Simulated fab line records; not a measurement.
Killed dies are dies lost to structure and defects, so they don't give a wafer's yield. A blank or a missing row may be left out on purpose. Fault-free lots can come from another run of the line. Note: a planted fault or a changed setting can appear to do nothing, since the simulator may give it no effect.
The tool behind it: which one? :: flow nand harc :: 18 wafers from 6 lots sampled at 4 of the route's 1302 steps

== WHAT THE GAUGES READ, wafer by wafer ==
NHARC_A_ONON_D1_THK_MEAS_18: measures by ellipsometry.
lot: L548
measured: day 8 14:55
on: film metro-01
thk nm (nm): 1002 1003 1002

lot: L550
measured: day 9 07:10
on: film metro-01
thk nm (nm): 1000 999 1001

lot: L553
measured: day 10 10:19
on: film metro-02
thk nm (nm): 1001 1001 1002

lot: L557
measured: day 12 07:29
on: film metro-02
thk nm (nm): 999 1000 1002

lot: L564
measured: day 15 01:59
on: film metro-01
thk nm (nm): 991 1529 992

lot: L569
measured: day 17 10:02
on: film metro-02
thk nm (nm): 986 985 986

== TOOL THAT RAN EACH LOT (tool first, then ch and the chambers of the sampled wafers, then the start) ==
lot: L548
NHARC_P_BONDPAD_ETCH_24: rie diel-12 ch 0,1,2, day 6 23:01 or earlier
NHARC_P_BONDPAD_DEGAS_25: pvd sputter-03, day 6 23:01
NHARC_A_ONON_D1_DEP_16: pecvd onon-04 ch 0, day 8 14:31

lot: L550
NHARC_P_BONDPAD_ETCH_24: rie diel-11 ch 1,2, day 7 20:08 or earlier
NHARC_P_BONDPAD_DEGAS_25: pvd sputter-01, day 7 20:08
NHARC_A_ONON_D1_DEP_16: pecvd onon-03 ch 0, day 9 06:46

lot: L553
NHARC_P_BONDPAD_ETCH_24: rie diel-11 ch 1,2,3, day 8 22:47 or earlier
NHARC_P_BONDPAD_DEGAS_25: pvd sputter-01, day 8 22:47
NHARC_A_ONON_D1_DEP_16: pecvd onon-04 ch 0, day 10 09:48

lot: L557
NHARC_P_BONDPAD_ETCH_24: rie diel-11 ch 2,3, day 10 18:55 or earlier
NHARC_P_BONDPAD_DEGAS_25: pvd sputter-03, day 10 18:55
NHARC_A_ONON_D1_DEP_16: pecvd onon-03 ch 0, day 12 07:02

lot: L564
NHARC_P_BONDPAD_ETCH_24: rie diel-11 ch 0,2,3, day 13 14:45 or earlier
NHARC_P_BONDPAD_DEGAS_25: pvd sputter-03, day 13 14:45
NHARC_A_ONON_D1_DEP_16: pecvd onon-04 ch 0, day 15 01:29

lot: L569
NHARC_P_BONDPAD_ETCH_24: rie diel-12 ch 0,1,3, day 15 22:00 or earlier
NHARC_P_BONDPAD_DEGAS_25: pvd sputter-02, day 15 22:00
NHARC_A_ONON_D1_DEP_16: pecvd onon-01 ch 0, day 17 09:35
- NHARC_P_BONDPAD_ETCH_24: etches the open film in CF4/N2, target depth 30 nm, time 72.99 s.
- NHARC_P_BONDPAD_DEGAS_25: time 60 s.
- NHARC_A_ONON_D1_DEP_16: target thk 1000 nm.

== THE ANSWER, worked out from the rows above alone ==
Rule: the usual values come from the lots themselves. The widest of any qualifying gaps counts: lots, ordered by their means at a reading, are off when they make up no more than a third of the lots, leave a main group of 4 or more, and stand apart from it by 3 or more times the standard deviation of that group's means. Not used: any main group whose means are identical at the precision the tables above print for the reading. A lot without any number at a reading at which 4 lots or more have one is off too. All remaining lots with rows at the step are treated as sound.
Off, at NHARC_A_ONON_D1_THK_MEAS_18 on thk nm: L564. For the main group the mean is 998 nm and the standard deviation 6.2.
A tool fits if, at a process step before that reading, it ran every lot that is off, and no sound lot after the first of them. Those tools and the gauges at NHARC_A_ONON_D1_THK_MEAS_18 are tried in the same way. With no start given for some of its lots, NHARC_P_BONDPAD_ETCH_24 uses the hours and lot order of NHARC_P_BONDPAD_DEGAS_25. Can't be told from this: 4 tools fit, rie diel-11 at NHARC_P_BONDPAD_ETCH_24, pvd sputter-03 at NHARC_P_BONDPAD_DEGAS_25, pecvd onon-04 at NHARC_A_ONON_D1_DEP_16, film metro-01 at NHARC_A_ONON_D1_THK_MEAS_18.

== WHAT HAD BEEN PUT IN BY THE SIMULATOR ==
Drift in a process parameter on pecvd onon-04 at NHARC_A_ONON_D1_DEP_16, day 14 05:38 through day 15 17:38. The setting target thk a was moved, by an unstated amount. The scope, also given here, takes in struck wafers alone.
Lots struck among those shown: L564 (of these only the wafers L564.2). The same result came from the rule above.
